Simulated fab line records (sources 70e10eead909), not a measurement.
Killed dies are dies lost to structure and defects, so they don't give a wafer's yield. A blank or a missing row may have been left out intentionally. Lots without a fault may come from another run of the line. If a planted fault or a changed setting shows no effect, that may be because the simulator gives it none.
fab line records | flow nandHarc | part 2 of 2: steps 5 to 6 of 6
record lots=20 | wafers=60 | lastDay=34
route steps=1302 shown A_CHANNEL_HOLE_D1@462 A_CHANNEL_FILL_D1@499 A_CHANNEL_HOLE_D2@586
lots that met no fault: from a run of the same line without faults
startH: hours from the record's opening day to when the first of the lot's shown wafers began | waitH: how many hours have passed since the lot's step before this one | " repeats the value in the row above | L1.1+2: a row that stands for several wafers | - value missing, or start not given | * or withheld: withheld | < > ~ a bound
route shown NAME@n: names a module that has steps shown in the file, with the first one's number in the route | usual: mean/standard deviation taken from wafers without a fault | same: alike in all rows | chamber/n: place in a boat | sites: per-site readings | _std_site: their standard deviation | _edge_site: outer sites' mean less inner sites' | radiusMm: for every site, how far away it sits from the centre of the wafer | mask NAME#n: copy n | behind: the most recent tool/chamber to have shaped the wafer | hold: why the lot went on hold/how many hours it stayed there/how the hold came to an end | device: the transistor (n, p or np) that didn't switch | end of line: at the end of the route, the tests of the same wafers | where a step has no rows: the recipe by itself | killed: not the wafer's yield, but the dies lost to structure and defects at the first sort | map: per-die view of a wafer (x killed, . not killed, _ where there is no die)
set.NAME: the setting the step ran with; set.NAME@STEP: the setting that earlier step ran with | model.NAME: the simulator's own value behind a step, which no gauge read
route steps across a sampled set of lots; one table per step, one row per wafer
services: the hour from which a tool's chamber was out of use, counted from the record's first day as startH (under 0 if before that day), plus the number of hours and why
## steps
# step NHARC_A_CHANNEL_FILL_D1_ETCHBACK_19
# recipe targetDepthA=50 | timeS=1.7 | hbrFlowSccm=150 | cl2FlowSccm=50 | rfW=400 | icpW=400 | biasW=100 | chemistry=HBr/Cl2
# usual drypumpMotorCurrentA=5.6/0.54 | hbrFlowSccm=149.9/0.45 | heBacksideLeakSccm=2.65/0.25 | oesProductAu=0.999/0.0092 | throttleValvePct=26.405/0.0096
# same timeS=1.7
lot.wafer | tool     | chamber | startH | waitH | drypumpMotorCurrentA | hbrFlowSccm | heBacksideLeakSccm | oesProductAu | rfHoursCounterH | throttleValvePct
L074.2    | rieSi-06 | 3       | 206.20 | 0.4   | 6.0                  | 149.8       | 2.80               | 1.012        | 0.8             | 26.403
L074.1    | "        | 0       | "      | "     | 5.4                  | 149.8       | 2.73               | 0.994        | 0.7             | 26.399
L074.6    | "        | 2       | "      | "     | 5.1                  | 149.9       | 2.64               | 0.998        | -               | 26.402
L076.2    | rieSi-04 | 2       | 225.08 | 0.4   | 5.1                  | 149.8       | 2.99               | 0.986        | 0.4             | 26.412
L076.1    | "        | 0       | "      | "     | 5.5                  | 150.2       | 2.70               | 0.999        | 0.2             | 26.407
L076.6    | "        | 3       | "      | "     | 6.5                  | 150.1       | 2.91               | 0.997        | -               | 26.413
L078.3    | rieSi-06 | 2       | 244.74 | 0.4   | 5.1                  | 149.1       | 2.83               | 0.996        | 1.3             | 26.417
L078.1    | "        | 0       | "      | "     | 5.4                  | 150.0       | 2.46               | 0.986        | 1.0             | 26.393
L078.6    | "        | 2       | "      | "     | 5.1                  | 149.5       | 2.82               | 0.998        | -               | 26.410
L077.3    | rieSi-01 | 3       | 244.76 | 0.4   | 5.7                  | 149.7       | 2.77               | 1.006        | 0.1             | 26.411
L077.4    | "        | 0       | "      | "     | 5.6                  | 150.4       | 2.41               | 0.992        | 0.2             | 26.414
L077.2    | "        | 1       | "      | "     | 6.7                  | 150.3       | 2.25               | 0.996        | 0.2             | 26.415
L079.4    | rieSi-06 | 1       | 267.44 | 0.4   | 5.4                  | 149.9       | 2.35               | 1.014        | 0.0             | 26.400
L079.5    | "        | 0       | "      | "     | 5.4                  | 150.5       | 2.46               | 0.999        | -               | 26.387
L079.6    | "        | 1       | "      | "     | 5.4                  | 150.3       | 2.46               | 1.009        | -               | 26.411
L080.1    | rieSi-06 | 3       | 277.70 | 0.4   | 6.0                  | 150.1       | 2.80               | 0.987        | 0.1             | 26.414
L080.2    | "        | 0       | "      | "     | 5.4                  | 149.3       | 2.41               | 1.000        | 0.1             | 26.395
L080.5    | "        | 2       | "      | "     | 5.1                  | 149.9       | 2.83               | 0.993        | -               | 26.419
L081.1    | rieSi-01 | 2       | 288.64 | 0.4   | 6.1                  | 150.6       | 2.80               | 0.992        | 0.4             | 26.413
L081.4    | "        | 3       | "      | "     | 5.7                  | 149.2       | 2.85               | 1.003        | 0.4             | 26.406
L081.5    | "        | 1       | "      | "     | 6.7                  | 150.0       | 2.70               | 0.989        | -               | 26.393
L082.3    | rieSi-01 | 3       | 297.72 | 0.4   | 5.7                  | 150.0       | 3.12               | 1.013        | 0.4             | 26.387
L082.6    | "        | 0       | "      | "     | 5.6                  | 149.5       | 2.30               | 0.997        | -               | 26.410
L082.5    | "        | 1       | "      | "     | 6.8                  | 150.0       | 2.42               | 1.002        | -               | 26.414
L084.3    | rieSi-01 | 3       | 323.12 | 0.4   | 5.7                  | 150.3       | 2.90               | 1.009        | 0.5             | 26.410
L084.2    | "        | 0       | "      | "     | 5.6                  | 149.0       | 2.25               | 0.988        | 0.7             | 26.406
L084.4    | "        | 2       | "      | "     | 6.1                  | 150.5       | 2.75               | 1.001        | 0.6             | 26.406
L085.4    | rieSi-04 | 0       | 323.12 | 0.4   | 5.5                  | 149.7       | 2.84               | 0.999        | 0.7             | 26.404
L085.1    | "        | 1       | "      | "     | 4.7                  | 150.2       | 2.44               | 1.004        | 1.0             | 26.412
L085.2    | "        | 2       | "      | "     | 5.1                  | 150.1       | 2.92               | 1.009        | 1.0             | 26.408
L083.1    | rieSi-06 | 0       | 323.14 | 0.4   | 5.4                  | 150.1       | 2.55               | 1.004        | 0.3             | 26.420
L083.3    | "        | 1       | "      | "     | 5.3                  | 149.4       | 2.32               | 1.012        | 0.4             | 26.415
L083.6    | "        | 0       | "      | "     | 5.4                  | 150.0       | 2.88               | 1.006        | -               | 26.409
L087.1    | rieSi-06 | 2       | 338.42 | 0.4   | 5.1                  | 150.0       | 2.73               | 0.997        | 0.6             | 26.391
L087.5    | "        | 2       | "      | "     | 5.1                  | 149.3       | 2.68               | 0.991        | -               | 26.414
L087.6    | "        | 3       | "      | "     | 5.9                  | 149.6       | 2.82               | 0.988        | -               | 26.401
L086.2    | rieSi-04 | 3       | 341.30 | 0.4   | 6.5                  | 149.2       | 2.89               | 1.000        | 0.9             | 26.401
L086.1    | "        | 0       | "      | "     | 5.5                  | 149.8       | 2.77               | 1.001        | 0.9             | 26.414
L086.6    | "        | 2       | "      | "     | 5.1                  | 150.1       | 2.92               | 0.998        | -               | 26.399
L089.3    | rieSi-01 | 3       | 357.82 | 0.4   | 5.7                  | 149.3       | 3.00               | 1.009        | 0.7             | 26.402
L089.5    | "        | 3       | "      | "     | 5.7                  | 149.8       | 2.99               | 1.010        | -               | 26.403
L089.4    | "        | 0       | "      | "     | 5.6                  | 150.1       | 2.32               | 0.990        | -               | 26.412
L091.4    | rieSi-01 | 1       | 387.76 | 0.4   | 6.7                  | 150.5       | 2.21               | 0.989        | 0.0             | 26.409
L091.1    | "        | 2       | "      | "     | 6.1                  | 150.1       | 2.75               | 0.995        | 0.0             | 26.375
L091.6    | "        | 0       | "      | "     | 5.6                  | 150.1       | 2.36               | 1.010        | -               | 26.403
L092.1    | rieSi-06 | 3       | 393.91 | 0.4   | 6.0                  | 151.1       | 2.82               | 0.992        | 0.9             | 26.411
L092.3    | "        | 3       | "      | "     | 6.0                  | 150.4       | 2.80               | 1.005        | -               | 26.397
L092.4    | "        | 0       | "      | "     | 5.4                  | 149.5       | 2.62               | 1.002        | -               | 26.403
L093.3    | rieSi-06 | 2       | 408.01 | 0.4   | 5.1                  | 150.0       | 2.82               | 0.993        | 0.9             | 26.392
L093.4    | "        | 0       | "      | "     | 5.4                  | 150.2       | 2.44               | 1.016        | 0.9             | 26.409
L093.1    | "        | 1       | "      | "     | 5.4                  | 149.4       | 2.40               | 1.023        | 0.8             | 26.402
L094.2    | rieSi-04 | 3       | 408.03 | 0.4   | 6.5                  | 150.0       | 2.98               | 1.007        | 0.4             | 26.403
L094.5    | "        | 2       | "      | "     | 5.1                  | 150.1       | 2.86               | 1.000        | -               | 26.400
L094.6    | "        | 3       | "      | "     | 6.5                  | 149.5       | 3.01               | 1.002        | -               | 26.388
L095.3    | rieSi-01 | 2       | 427.84 | 0.4   | 6.1                  | 149.3       | 2.80               | 0.995        | 0.3             | 26.404
L095.2    | "        | 0       | "      | "     | 5.6                  | 150.3       | 2.20               | 1.013        | 0.3             | 26.412
L095.1    | "        | 1       | "      | "     | 6.8                  | 149.9       | 2.13               | 0.989        | 0.4             | 26.421
L097.2    | rieSi-06 | 1       | 439.13 | 0.4   | 5.3                  | 149.5       | 2.33               | 1.004        | 0               | 26.414
L097.4    | "        | 2       | "      | "     | 5.1                  | 150.0       | 2.77               | 0.998        | 0               | 26.421
L097.3    | "        | 0       | "      | "     | 5.4                  | 149.9       | 2.67               | 1.004        | 0               | 26.406
# step NHARC_A_CHANNEL_HOLE_D2_ETCH_38
# recipe targetDepthA=390 | overEtchFrac=0.3 | timeS=65 | ionEnergyEv=80 | cf4FlowSccm=150 | arFlowSccm=0 | rfW=300 | biasW=100 | chemistry=CF4
# usual drypumpMotorCurrentA=5.7/0.31 | oesProductAu=1.001/0.0095 | rfVppV=151.5/1.2 | showerheadPlenumPTorr=1.79/0.082 | throttleValvePct=13.284/0.0088
# same timeS=65
lot.wafer | tool       | chamber | startH | waitH | drypumpMotorCurrentA | oesProductAu | rfHoursCounterH | rfVppV | showerheadPlenumPTorr | throttleValvePct
L074.2    | rieDiel-03 | 2       | 279.51 | 0.1   | 5.9                  | 1.005        | 8               | 150.5  | 1.66                  | 13.290
L074.1    | "          | 3       | "      | "     | 5.5                  | 1.009        | 9               | 151.9  | 1.78                  | 13.293
L074.6    | "          | 2       | "      | "     | 5.9                  | 1.007        | -               | 149.6  | 1.66                  | 13.271
L076.2    | rieDiel-13 | 2       | 301.91 | 0.1   | 5.6                  | 0.998        | 7               | 152.8  | 1.87                  | 13.292
L076.1    | "          | 0       | "      | "     | 5.8                  | 0.994        | 7               | 149.8  | 1.66                  | 13.281
L076.6    | "          | 2       | "      | "     | 5.6                  | 0.994        | -               | 151.7  | 1.87                  | 13.293
L078.1    | rieDiel-13 | 0       | 320.15 | 0.1   | 5.8                  | 0.999        | 8               | 150.5  | 1.66                  | 13.287
L078.3    | "          | 2       | "      | "     | 5.5                  | 0.989        | 8               | 152.3  | 1.87                  | 13.280
L078.6    | "          | 3       | "      | "     | 6.1                  | 1.002        | -               | 153.1  | 1.88                  | 13.293
L077.2    | rieDiel-03 | 2       | 320.36 | 0.1   | 5.9                  | 0.994        | 1               | 149.9  | 1.66                  | 13.291
L077.4    | "          | 3       | "      | "     | 5.5                  | 0.998        | 1               | 151.1  | 1.78                  | 13.288
L077.3    | "          | 0       | "      | "     | 5.9                  | 1.007        | 1               | 152.6  | 1.85                  | 13.275
L079.4    | rieDiel-04 | 1       | 344.52 | 0.1   | 5.9                  | 1.009        | 7               | 151.3  | 1.86                  | 13.280
L079.5    | "          | 3       | "      | "     | 6.1                  | 1.027        | -               | 151.7  | 1.82                  | 13.297
L079.6    | "          | 0       | "      | "     | 6.2                  | 1.021        | -               | 151.4  | 1.78                  | 13.281
L080.1    | rieDiel-04 | 2       | 352.32 | 0.1   | 5.3                  | 1.001        | 9               | 151.5  | 1.74                  | 13.295
L080.2    | "          | 3       | "      | "     | 6.1                  | 1.014        | 10              | 150.2  | 1.82                  | 13.272
L080.5    | "          | 1       | "      | "     | 5.8                  | 1.002        | -               | 152.2  | 1.86                  | 13.287
L081.1    | rieDiel-13 | 0       | 372.22 | 0.1   | 5.8                  | 1.000        | 1               | 150.5  | 1.66                  | 13.285
L081.4    | "          | 1       | "      | "     | 5.3                  | 0.991        | -               | 152.6  | 1.83                  | 13.295
L081.5    | "          | 2       | "      | "     | 5.5                  | 1.003        | -               | 151.7  | 1.87                  | 13.291
L082.3    | rieDiel-13 | 0       | 376.95 | 0.1   | 5.8                  | 1.006        | 1               | 150.1  | 1.66                  | 13.277
L082.6    | "          | 2       | "      | "     | 5.6                  | 1.004        | -               | 152.6  | 1.87                  | 13.281
L082.5    | "          | 0       | "      | "     | 5.8                  | 1.011        | -               | 150.1  | 1.66                  | 13.280
L083.1    | rieDiel-13 | 0       | 397.23 | 0.1   | 5.8                  | 1.001        | 3               | 148.8  | 1.66                  | 13.288
L083.3    | "          | 1       | "      | "     | 5.3                  | 0.996        | 2               | 151.4  | 1.83                  | 13.279
L083.6    | "          | 3       | "      | "     | 6.1                  | 1.023        | -               | 153.0  | 1.88                  | 13.279
L084.3    | rieDiel-03 | 2       | 397.38 | 0.1   | 5.9                  | 1.010        | 7               | 150.8  | 1.66                  | 13.283
L084.2    | "          | 0       | "      | "     | 5.9                  | 1.016        | 7               | 152.0  | 1.84                  | 13.281
L084.4    | "          | 1       | "      | "     | 5.2                  | 0.994        | 7               | 150.9  | 1.70                  | 13.293
L085.2    | rieDiel-13 | 1       | 405.80 | 0.1   | 5.3                  | 0.991        | 3               | 153.0  | 1.83                  | 13.274
L085.1    | "          | 3       | "      | "     | 6.1                  | 1.009        | 3               | 153.1  | 1.88                  | 13.277
L085.4    | "          | 0       | "      | "     | 5.8                  | 1.008        | 3               | 149.8  | 1.66                  | 13.294
L086.1    | rieDiel-04 | 0       | 414.81 | 0.1   | 6.2                  | 1.006        | 2               | 151.7  | 1.78                  | 13.286
L086.2    | "          | 2       | "      | "     | 5.3                  | 1.007        | 1               | 149.8  | 1.74                  | 13.292
L086.6    | "          | 3       | "      | "     | 6.1                  | 1.009        | -               | 151.8  | 1.82                  | 13.279
L087.1    | rieDiel-13 | 1       | 416.77 | 0.1   | 5.3                  | 0.992        | 4               | 151.5  | 1.83                  | 13.276
L087.5    | "          | 1       | "      | "     | 5.3                  | 0.986        | -               | 152.7  | 1.83                  | 13.287
L087.6    | "          | 2       | "      | "     | 5.5                  | 1.007        | -               | 152.8  | 1.87                  | 13.292
L089.3    | rieDiel-03 | 2       | 441.30 | 0.1   | 5.9                  | 1.013        | 10              | 149.9  | 1.66                  | 13.281
L089.4    | "          | 2       | "      | "     | 5.9                  | 1.002        | -               | 150.0  | 1.66                  | 13.276
L089.5    | "          | 0       | "      | "     | 5.9                  | 1.010        | -               | 153.0  | 1.84                  | 13.289
L091.1    | rieDiel-13 | 0       | 464.10 | 0.1   | 5.8                  | 0.994        | 7               | 149.9  | 1.66                  | 13.290
L091.4    | "          | 1       | "      | "     | 5.2                  | 0.997        | 7               | 152.4  | 1.83                  | 13.278
L091.6    | "          | 0       | "      | "     | 5.8                  | 1.014        | -               | 151.0  | 1.66                  | 13.278
L092.3    | rieDiel-13 | 2       | 465.50 | 0.1   | 5.5                  | 1.000        | 8               | 152.9  | 1.87                  | 13.281
L092.1    | "          | 3       | "      | "     | 6.0                  | 1.013        | 7               | 152.5  | 1.88                  | 13.281
L092.4    | "          | 0       | "      | "     | 5.8                  | 1.001        | 7               | 150.0  | 1.66                  | 13.282
L094.2    | rieDiel-13 | 0       | 482.14 | 0.1   | 5.8                  | 1.009        | 8               | 150.4  | 1.66                  | 13.285
L094.6    | "          | 1       | "      | "     | 5.3                  | 0.988        | -               | 151.8  | 1.83                  | 13.295
L094.5    | "          | 2       | "      | "     | 5.5                  | 1.007        | -               | 152.4  | 1.87                  | 13.276
L093.1    | rieDiel-03 | 0       | 482.34 | 0.1   | 5.9                  | 1.009        | 1               | 152.2  | 1.84                  | 13.285
L093.4    | "          | 1       | "      | "     | 5.3                  | 0.998        | 1               | 151.4  | 1.70                  | 13.284
L093.3    | "          | 3       | "      | "     | 5.5                  | 1.017        | 1               | 151.2  | 1.78                  | 13.287
L095.1    | rieDiel-13 | 0       | 504.29 | 0.1   | 5.8                  | 0.998        | 10              | 148.8  | 1.66                  | 13.300
L095.3    | "          | 1       | "      | "     | 5.3                  | 0.986        | 10              | 150.7  | 1.83                  | 13.274
L095.2    | "          | 3       | "      | "     | 6.1                  | 1.001        | 10              | 152.9  | 1.88                  | 13.294
L097.2    | rieDiel-13 | 0       | 529.59 | 0.1   | 5.8                  | 0.994        | 0               | 150.0  | 1.66                  | 13.279
L097.3    | "          | 1       | "      | "     | 5.2                  | 0.993        | 0               | 152.2  | 1.83                  | 13.285
L097.4    | "          | 2       | "      | "     | 5.5                  | 0.995        | 0               | 154.3  | 1.87                  | 13.284
## services
tool       | chamber | startH | hours | kind
rieDiel-13 | -       | 165.26 | 9.0   | pm
rieDiel-08 | 2       | 170.87 | 9.6   | repair
rieSi-06   | -       | 187.09 | 0.9   | repair
rieDiel-09 | 1       | 187.75 | 7.5   | repair
rieDiel-08 | -       | 190.86 | 9.0   | pm
rieDiel-09 | -       | 194.53 | 0.2   | repair
rieDiel-13 | 3       | 199.71 | 7.7   | repair
rieDiel-09 | 2       | 247.08 | 1.7   | repair
rieSi-06   | -       | 249.00 | 9.0   | pm
rieSi-06   | -       | 265.82 | 0.3   | repair
rieSi-06   | 3       | 274.59 | 2.4   | repair
rieDiel-13 | 2       | 286.03 | 8.9   | repair
rieDiel-13 | 3       | 311.30 | 4.8   | repair
rieDiel-13 | -       | 342.26 | 9.0   | pm
rieDiel-08 | -       | 367.86 | 9.0   | pm
rieSi-06   | 1       | 385.21 | 10.7  | repair
rieSi-06   | 2       | 386.81 | 7.7   | repair
rieDiel-08 | 2       | 398.06 | 5.3   | repair
rieSi-06   | -       | 426.00 | 9.0   | pm
rieDiel-08 | 3       | 472.13 | 5.9   | repair
rieSi-06   | -       | 481.85 | 0.4   | repair
rieDiel-13 | 3       | 482.03 | 2.2   | repair
rieDiel-13 | 2       | 492.94 | 17.1  | repair
rieDiel-13 | -       | 519.26 | 9.0   | pm
